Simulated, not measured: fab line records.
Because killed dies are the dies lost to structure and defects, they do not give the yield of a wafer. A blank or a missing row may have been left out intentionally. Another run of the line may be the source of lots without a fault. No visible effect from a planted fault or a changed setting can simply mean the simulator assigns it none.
Matching of chambers    flow nand harc    NHARC_A_STAIRCASE_TRIM_196 on rie diel-13: 4 sister chambers
The step chemistry O2, time 211.2 s. 4 wafers are shown with their chamber, then 12 later ones without.

EACH WAFER AND ITS CHAMBER
wafer   chamber  showerhead plenum p Torr (Torr)
L085.5  3        3.57
L085.6  2        3.49
L086.4  0        3.67
L086.5  1        3.35

WAFERS MISSING THEIR CHAMBER
wafer   showerhead plenum p Torr (Torr)
L087.2  3.35
L087.3  3.67
L087.5  3.35
L088.1  3.66
L088.3  3.57
L088.4  3.49
L092.1  3.66
L092.4  3.66
L092.6  3.35
L095.2  3.48
L095.4  3.48
L095.6  3.66

WHICH CHAMBER EACH WENT THROUGH
wafer   from the rows above  in truth
L087.2  1                    1
L087.3  0                    0
L087.5  1                    1
L088.1  0                    0
L088.3  3                    3
L088.4  2                    2
L092.1  0                    0
L092.4  0                    0
L092.6  1                    1
L095.2  2                    2
L095.4  2                    2
L095.6  0                    0
Correct placement for 12 of the 12. From these rows, 0 cannot be placed. Number placed wrongly: 0.
How it was worked out, from the rows above alone: a wafer's distance from a chamber is the root of the sum, over the readings, of the square of ((its reading less the chamber's mean) divided by the reading's scatter). The wafer belongs to the nearest chamber; if the next one is less than 2 further off, it can't be placed. A chamber's mean is the mean of its shown wafers. The scatter: with one shown wafer a chamber, the root of the mean of the squares of how far each hidden wafer lies from its nearest shown one.
